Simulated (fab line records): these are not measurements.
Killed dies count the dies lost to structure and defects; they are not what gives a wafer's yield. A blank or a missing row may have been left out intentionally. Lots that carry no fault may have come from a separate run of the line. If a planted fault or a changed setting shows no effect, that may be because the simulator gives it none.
Matching of chambers ; flow n5 finfet ; uv cure-03 running N5_BEOL_M5_CURE_80: 3 sister chambers
The step cures SiCOH lowk, time 120 s. 3 wafers are shown with their chamber, then 10 later ones without.

## EACH WAFER AND ITS CHAMBER
wafer;chamber;wafer_temp_C_max
L075.5;1;371.4
L090.5;0;371.5
L091.4;2;371.9

## WAFERS WHOSE CHAMBER IS MISSING
wafer;wafer_temp_C_max
L091.6;372.5
L092.2;371.8
L092.4;372.0
L092.6;371.9
L095.1;372.1
L095.2;371.4
L095.5;371.8
L096.2;372.2
L096.4;372.2
L096.6;371.8

## WHICH CHAMBER EACH WENT THROUGH
wafer;from the rows above;in truth
L091.6;can't be placed: 2 or 0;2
L092.2;can't be placed: 2 or 0 or 1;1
L092.4;can't be placed: 2 or 0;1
L092.6;can't be placed: 2 or 0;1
L095.1;can't be placed: 2 or 0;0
L095.2;can't be placed: 1 or 0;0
L095.5;can't be placed: 2 or 0 or 1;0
L096.2;can't be placed: 2 or 0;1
L096.4;can't be placed: 2 or 0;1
L096.6;can't be placed: 2 or 0 or 1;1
0 of 10 placed correctly. Can't be placed from these rows: 10 (the true chamber is among the candidates in 6). 0 placed wrongly.
How it was worked out, from the rows above alone: a wafer's distance from a chamber is the root of the sum, over the readings, of the square of ((its reading less the chamber's mean) divided by the reading's scatter). The wafer belongs to the nearest chamber; if the next one is less than 2 further off, it can't be placed. Each chamber's mean is taken over the wafers shown for it. The scatter (one wafer shown for each chamber): square how far every hidden wafer sits from the nearest shown wafer, average those squares and take the square root.
